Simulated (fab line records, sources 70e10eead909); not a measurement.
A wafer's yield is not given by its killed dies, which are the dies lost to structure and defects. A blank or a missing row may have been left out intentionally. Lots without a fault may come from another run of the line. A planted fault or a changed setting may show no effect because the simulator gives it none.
A lot that was struck, set against a sound lot / flow nand-harc / 18 steps out of a route of 1159
Sound: the wafers L632.4, L632.5, L632.6. The struck wafers were L637.2, L637.4, L637.5. The cause is given at the end.
Each step with rows lists, per side, the tool, then ch with its chambers, then its first start. Under that, the readings that differ: sound wafers / struck wafers / difference of the means / sigmas: that difference in standard deviations of wafers without a fault.
alike: a reading whose means differ by less than 2 such deviations, as well as words and numbers matching on both sides. not compared: withheld readings; readings where some wafer has no value; bounds like >300 that might hide an equal value; numbers whose values overlap and for which the record gives no deviation.
A row with sigmas, a row that says differs or no value, or rows on one side alone: a step with any of these is where the two part. Numbers that have no deviation but don't overlap get no sigmas and don't part them. A reading missing from all wafers of one side parts the sides only when that side holds two or more wafers.

NHARC_P_GATE_CD_MEAS_46 targets a cd of 720 nm.
  sound on cd-sem-01 ch 0, day 6 13:43; struck on cd-sem-02 ch 0, day 8 16:02
  alike: cd-nm
then, 1 step without rows for these wafers: NHARC_P_GATE_HARDBAKE_47 (time 80 s).
NHARC_P_GATE_DESCUM_48: chemistry O2, time 3 s.
  sound on rie-diel-07 ch 0,1,3, day 6 13:54; struck on rie-diel-07 ch 1,3, day 8 16:11
  alike: drypump-motor-current-A, mfc-ar-sccm, oes-product-au, rf-vpp-V, showerhead-plenum-p-Torr, throttle-valve-pct
  not compared: rf-hours-counter-h
following that, these wafers have no rows for 1 step: NHARC_P_GATE_IMPLANT_49.
NHARC_P_GATE_STRIP_111: strips in N2/H2, time 250 s.
  sound on plasma-asher-01 ch 0,1, day 6 14:23; struck on plasma-asher-01 ch 0,1, day 8 17:07
  alike: drypump-motor-current-A, heater-power-w
  not compared: rf-hours-counter-h
NHARC_P_GATE_STRIP_75: strips in O2.
  sound on plasma-asher-01 ch 0,1, day 6 14:34; struck on plasma-asher-01 ch 0,1, day 8 17:25
  alike: drypump-motor-current-A, heater-power-w
  not compared: rf-hours-counter-h
then, 6 steps without rows for these wafers: NHARC_P_GATE_STRIP_50 (strips in SPM, time 900 s); NHARC_P_GATE_DEHYDRATE_51 (time 120 s); NHARC_P_GATE_HMDS_52 (time 30 s); NHARC_P_GATE_COAT_53; NHARC_P_GATE_SOFTBAKE_54 (time 95 s); NHARC_P_GATE_EBR_55.
NHARC_P_GATE_EXPOSE_56: exposes mask P PSD, target cd 720 nm.
  sound on krf-scanner-01 ch 0, day 6 15:19; struck on krf-scanner-01 ch 0, day 8 18:11
reading=mask; sound=P_PSD#0 P_PSD#0 P_PSD#0; struck=P_NSD#0 P_NSD#0 P_NSD#0; difference=differs; sigmas=
  alike: exposure-dose-mJ-cm2
then, 2 steps without rows for these wafers: NHARC_P_GATE_PEB_57 (peb time 85 s); NHARC_P_GATE_DEVELOP_58 (time 70 s).
NHARC_P_GATE_CD_MEAS_59 targets a cd of 720 nm.
  sound on cd-sem-03 ch 0, day 6 15:28; struck on cd-sem-02 ch 0, day 8 18:20
reading=cd-nm (nm); sound=720.2 720.9 721.2; struck=- - -; difference=no value on the struck wafers; sigmas=
then, 1 step without rows for these wafers: NHARC_P_GATE_HARDBAKE_60 (time 80 s).
-- break in the record here, with 14 days between the starts of the struck wafers on either side (left off in module P_GATE, picked up again in module END, where the first step shown is number 1159 on the route) --
NHARC_END_SORT_01:
  here the record holds rows for the struck wafers (prober-01 ch 0, day 22 19:49) but none for the sound ones

WHERE THEY PART
Last at NHARC_END_SORT_01 as far as this record goes, first at NHARC_P_GATE_EXPOSE_56.

WHY: the cause the simulator had injected
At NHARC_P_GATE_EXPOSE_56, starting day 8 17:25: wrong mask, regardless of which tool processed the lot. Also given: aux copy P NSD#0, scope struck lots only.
